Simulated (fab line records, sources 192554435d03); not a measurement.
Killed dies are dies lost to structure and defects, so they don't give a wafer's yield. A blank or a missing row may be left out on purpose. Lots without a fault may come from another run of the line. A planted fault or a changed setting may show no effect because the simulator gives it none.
Chamber matching | flow n5_finfet | N5_BEOL_M4_ETCHBACK_99 on rie_diel-01: 4 sister chambers
The step etches SiO2 in CHF3, target depth 5 nm, time 10.4 s. 4 wafers are shown with their chamber, then 10 later ones without.

WAFERS WITH THEIR CHAMBER
wafer  | chamber | throttle_valve_pct (%)
L081.4 | 3       | 16.72
L084.5 | 2       | 16.85
L085.1 | 1       | 17.28
L085.3 | 0       | 17.56

WAFERS WITHOUT THEIR CHAMBER
wafer  | throttle_valve_pct (%)
L085.5 | 17.55
L088.1 | 16.86
L088.4 | 17.29
L088.6 | 16.76
L093.1 | 16.88
L093.3 | 16.77
L093.4 | 16.87
L092.1 | 17.12
L092.2 | 16.89
L092.4 | 16.88

WHICH CHAMBER EACH WENT THROUGH
wafer  | from the rows above     | in truth
L085.5 | 0                       | 0
L088.1 | 2                       | 2
L088.4 | 1                       | 1
L088.6 | can't be placed: 3 or 2 | 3
L093.1 | 2                       | 2
L093.3 | can't be placed: 3 or 2 | 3
L093.4 | 2                       | 2
L092.1 | can't be placed: 1 or 2 | 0
L092.2 | 2                       | 2
L092.4 | 2                       | 2
Placed correctly: 7 of 10. Can't be placed from these rows: 3 (the true chamber is among the candidates in 2). Placed wrongly: 0.
How it was worked out, from the rows above alone: a wafer's distance from a chamber is the root of the sum, over the readings, of the square of ((its reading less the chamber's mean) divided by the reading's scatter). The wafer belongs to the nearest chamber; if the next one is less than 2 further off, it can't be placed. A chamber's mean is the mean of its shown wafers. The scatter: with one shown wafer a chamber, the root of the mean of the squares of how far each hidden wafer lies from its nearest shown one.
